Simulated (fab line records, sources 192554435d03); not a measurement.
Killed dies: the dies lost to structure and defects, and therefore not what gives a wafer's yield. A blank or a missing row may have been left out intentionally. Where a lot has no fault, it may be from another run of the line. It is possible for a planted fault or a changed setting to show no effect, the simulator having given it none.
Which tool did it? | flow n5Finfet | 31 wafers from 11 lots sampled at 5 of the route's 1938 steps

## WHAT THE GAUGES READ, wafer by wafer
N5_BEOL_M4_RC_MEAS_101. Usual: DIBL_N 35.8 mV/V, standard deviation 2.2; DIBL_P 35.3 mV/V, standard deviation 2.7; IOFF_N 0.16 nA/um, standard deviation 0.043; IOFF_P 0.21 nA/um, standard deviation 0.043; ION_N 676 uA/um, standard deviation 15; ION_P 463 uA/um, standard deviation 9.1; SS_N 71.4 mV/dec, standard deviation 0.77; SS_P 73.0 mV/dec, standard deviation 0.79; VT_N 250 mV, standard deviation 4; VT_P -249.8 mV, standard deviation 2.8.
lot  | measured     | on        | DIBL_N (mV/V)  | DIBL_P (mV/V)  | IOFF_N (nA/um) | IOFF_P (nA/um) | ION_N (uA/um) | ION_P (uA/um) | SS_N (mV/dec)  | SS_P (mV/dec)  | VT_N (mV)   | VT_P (mV)            | flag
L733 | day 9 01:29  | prober-02 | 29.6 38.5 38.8 | 29.3 39.2 39.7 | 0.08 0.23 0.24 | 0.13 0.27 0.27 | 641 693 691   | 453 474 465   | 70.4 71.8 72.6 | 72.0 74.0 74.1 | 259 244 245 | -254.3 -245.1 -245.0 | 
L735 | day 9 05:28  | prober-02 | 35.9 38.0      | 35.7 37.9      | 0.13 0.19      | 0.19 0.22      | 645 697       | 447 470       | 71.4 71.5      | 73.9 74.1      | 255 246     | -252.4 -249.1        | 
L739 | day 10 15:54 | prober-02 | 37.2 38.9 35.4 | 35.2 36.9 33.4 | 0.17 0.19 0.13 | 0.20 0.22 0.17 | 675 687 670   | 458 469 463   | 71.4 71.9 71.0 | 72.9 73.0 72.4 | 249 250 255 | -251.0 -249.8 -253.7 | 
L741 | day 11 06:15 | prober-02 | 31.4 34.2 33.4 | 29.7 33.4 31.2 | 0.10 0.13 0.13 | 0.14 0.19 0.15 | 662 685 679   | 460 473 461   | 70.6 70.9 70.2 | 71.3 72.5 72.0 | 255 249 252 | -255.3 -249.2 -253.8 | 
L743 | day 11 07:35 | prober-01 | 36.4 38.4      | 36.0 38.3      | 0.16 0.21      | 0.19 0.23      | 690 670       | 464 450       | 70.8 72.7      | 73.7 73.3      | 249 245     | -250.6 -248.7        | 
L742 | day 11 11:06 | prober-01 | 36.1 35.0 38.0 | 37.7 34.5 38.7 | 0.16 0.13 0.19 | 0.24 0.19 0.27 | 691 675 686   | 475 465 470   | 71.5 71.2 72.1 | 73.4 72.5 73.5 | 248 253 249 | -245.8 -250.0 -247.0 | 
L748 | day 12 21:17 | prober-02 | 35.7 34.3 36.9 | 35.0 33.1 35.8 | 0.15 0.12 0.16 | 0.20 0.17 0.21 | 693 669 680   | 480 457 464   | 71.4 71.2 71.9 | 73.5 72.0 73.0 | 251 254 250 | -249.1 -251.4 -249.4 | 
L749 | day 13 05:27 | prober-02 | 34.2 33.0 39.0 | 33.5 34.1 40.5 | 0.12 0.13 0.24 | 0.18 0.19 0.30 | 666 670 702   | 460 469 486   | 70.2 70.6 71.8 | 72.3 72.6 74.1 | 255 249 244 | -250.9 -249.6 -244.9 | 
L750 | day 13 06:09 | prober-01 | 33.9 36.2 34.3 | 34.6 37.2 35.1 | 0.12 0.16 0.13 | 0.18 0.22 0.19 | 672 685 685   | 462 471 471   | 71.1 72.0 70.7 | 72.8 73.3 72.5 | 251 247 251 | -249.1 -249.4 -250.4 | 
L753 | day 14 02:41 | prober-01 | 35.3 35.0 35.3 | 33.6 31.5 33.0 | 0.14 0.12 0.14 | 0.21 0.16 0.18 | 667 660 682   | 466 459 466   | 71.1 71.0 71.3 | 72.9 72.0 72.1 | 249 254 251 | -250.5 -252.2 -250.8 | 
L754 | day 14 04:58 | prober-02 | 32.9 33.3 36.5 | 32.4 34.0 36.4 | 0.11 0.13 0.17 | 0.15 0.18 0.21 | 637 674 658   | 436 458 450   | 70.9 71.1 72.3 | 71.5 72.9 73.1 | 255 248 249 | -254.5 -248.6 -250.6 | 

## WHAT TOOL EACH LOT RAN ON (gives the tool, then ch and the chambers of the sampled wafers, and finally the start)
lot  | N5_BEOL_M4_SPUTTER_86       | N5_BEOL_M4_SPUTTER_88       | N5_BEOL_M4_ANNEAL_91        | N5_BEOL_M4_ANNEAL_93
L733 | pvdSputter-03, day 8 23:16  | pvdSputter-03, day 8 23:29  | pvdSputter-03, day 8 23:47  | pvdSputter-03, day 9 00:01
L735 | pvdSputter-03, day 9 03:15  | pvdSputter-03, day 9 03:28  | pvdSputter-03, day 9 03:46  | pvdSputter-03, day 9 03:59
L739 | pvdSputter-01, day 10 13:33 | pvdSputter-01, day 10 13:46 | pvdSputter-01, day 10 14:04 | pvdSputter-01, day 10 14:17
L741 | pvdSputter-02, day 11 03:35 | pvdSputter-02, day 11 03:49 | pvdSputter-02, day 11 04:07 | pvdSputter-02, day 11 04:20
L743 | pvdSputter-03, day 11 05:23 | pvdSputter-03, day 11 05:37 | pvdSputter-03, day 11 05:55 | pvdSputter-03, day 11 06:08
L742 | pvdSputter-02, day 11 08:35 | pvdSputter-02, day 11 08:49 | pvdSputter-02, day 11 09:07 | pvdSputter-02, day 11 09:20
L748 | pvdSputter-03, day 12 18:37 | pvdSputter-03, day 12 18:50 | pvdSputter-03, day 12 19:08 | pvdSputter-03, day 12 19:21
L749 | pvdSputter-02, day 13 03:14 | pvdSputter-02, day 13 03:28 | pvdSputter-02, day 13 03:46 | pvdSputter-02, day 13 03:59
L750 | pvdSputter-03, day 13 03:43 | pvdSputter-03, day 13 03:56 | pvdSputter-03, day 13 04:14 | pvdSputter-03, day 13 04:28
L753 | pvdSputter-02, day 14 00:04 | pvdSputter-02, day 14 00:18 | pvdSputter-02, day 14 00:37 | pvdSputter-02, day 14 00:52
L754 | pvdSputter-01, day 14 01:50 | pvdSputter-01, day 14 02:03 | pvdSputter-01, day 14 02:21 | pvdSputter-01, day 14 02:34
- N5_BEOL_M4_SPUTTER_86: material Cu, target thk 4.5 nm, time 8.29 s.
- N5_BEOL_M4_SPUTTER_88: material Cu, target thk 4.5 nm, time 8.29 s.
- N5_BEOL_M4_ANNEAL_91: time 240 s.
- N5_BEOL_M4_ANNEAL_93: time 240 s.

## AS READ BY THE TOOLS THEMSELVES (means over the sampled wafers that have a number; for cases with no such wafer, the mark the record gives instead)
N5_BEOL_M4_SPUTTER_86. Usual: chuckGasFlowSccm 1.26 sccm, standard deviation 0.054; throttleValvePct 30.1 %, standard deviation 0.88.
lot  | tool          | chuckGasFlowSccm (sccm) | throttleValvePct (%) | flag
L733 | pvdSputter-03 | 1.22                    | 30.7                 | 
L735 | pvdSputter-03 | 1.29                    | 30.9                 | 
L739 | pvdSputter-01 | 1.22                    | 30.7                 | 
L741 | pvdSputter-02 | 1.29                    | 30.1                 | 
L743 | pvdSputter-03 | 1.17                    | 30.5                 | 
L742 | pvdSputter-02 | 1.24                    | 29.7                 | 
L748 | pvdSputter-03 | 1.22                    | 30.5                 | 
L749 | pvdSputter-02 | 1.26                    | 29.8                 | 
L750 | pvdSputter-03 | 1.25                    | 30.6                 | 
L753 | pvdSputter-02 | 1.25                    | 30.0                 | 
L754 | pvdSputter-01 | 1.30                    | 30.3                 | 

N5_BEOL_M4_SPUTTER_88. Usual: chuckGasFlowSccm 1.26 sccm, standard deviation 0.056; throttleValvePct 30.1 %, standard deviation 0.89.
lot  | tool          | chuckGasFlowSccm (sccm) | throttleValvePct (%) | flag
L733 | pvdSputter-03 | 1.28                    | 30.7                 | 
L735 | pvdSputter-03 | 1.29                    | 30.8                 | 
L739 | pvdSputter-01 | 1.23                    | 30.7                 | 
L741 | pvdSputter-02 | 1.28                    | 29.9                 | 
L743 | pvdSputter-03 | 1.23                    | 30.6                 | 
L742 | pvdSputter-02 | 1.28                    | 29.9                 | 
L748 | pvdSputter-03 | 1.26                    | 30.6                 | 
L749 | pvdSputter-02 | 1.24                    | 29.9                 | 
L750 | pvdSputter-03 | 1.23                    | 30.8                 | 
L753 | pvdSputter-02 | 1.22                    | 30.1                 | 
L754 | pvdSputter-01 | 1.25                    | 30.2                 | 

N5_BEOL_M4_ANNEAL_91. Usual: heaterPowerW 822 W, standard deviation 84; susceptorTempC 399.97 C, standard deviation 0.22.
lot  | tool          | heaterPowerW (W) | susceptorTempC (C) | flag
L733 | pvdSputter-03 | 810              | 399.92             | 
L735 | pvdSputter-03 | 796              | 399.77             | 
L739 | pvdSputter-01 | 849              | 399.96             | 
L741 | pvdSputter-02 | 916              | 399.94             | 
L743 | pvdSputter-03 | 847              | 399.96             | 
L742 | pvdSputter-02 | 861              | 399.80             | 
L748 | pvdSputter-03 | -                | -                  | OFF
L749 | pvdSputter-02 | -                | -                  | OFF
L750 | pvdSputter-03 | -                | -                  | OFF
L753 | pvdSputter-02 | 873              | 400.00             | 
L754 | pvdSputter-01 | 782              | 400.18             | 

N5_BEOL_M4_ANNEAL_93. Usual: heaterPowerW 820 W, standard deviation 83; susceptorTempC 400.01 C, standard deviation 0.21.
lot  | tool          | heaterPowerW (W) | susceptorTempC (C) | flag
L733 | pvdSputter-03 | 817              | 399.96             | 
L735 | pvdSputter-03 | 806              | 400.06             | 
L739 | pvdSputter-01 | 851              | 399.88             | 
L741 | pvdSputter-02 | 914              | 400.11             | 
L743 | pvdSputter-03 | 836              | 400.15             | 
L742 | pvdSputter-02 | 866              | 400.04             | 
L748 | pvdSputter-03 | 750              | 400.04             | 
L749 | pvdSputter-02 | 919              | 399.89             | 
L750 | pvdSputter-03 | 837              | 400.02             | 
L753 | pvdSputter-02 | 869              | 400.26             | 
L754 | pvdSputter-01 | 776              | 399.96             | 

## THE ANSWER, worked out from the rows above alone
Rule: take the mean of a lot's wafers that have a number; if it is more than 3 standard deviations from the usual mean, the lot is off. Also off: a lot with no number at a reading for which 4 or more lots have one. Where the step has rows for the other lots, those lots are counted as sound. Order of review: gauges by route order, followed by the tools' own readings, for which a lot's mean as printed above is used. The first step at which some lot is off is used, and at that step the reading that is off furthest; a lot without a number counts as furthest.
Off at N5_BEOL_M4_ANNEAL_91 (heaterPowerW): L748, L749, L750. Without a number there: L748, L749, L750.
A tool fits if, at that step or a process step before it, it ran every lot that is off, and no sound lot after the first of them. None of those tried fits.

## WHAT HAD BEEN PUT IN BY THE SIMULATOR
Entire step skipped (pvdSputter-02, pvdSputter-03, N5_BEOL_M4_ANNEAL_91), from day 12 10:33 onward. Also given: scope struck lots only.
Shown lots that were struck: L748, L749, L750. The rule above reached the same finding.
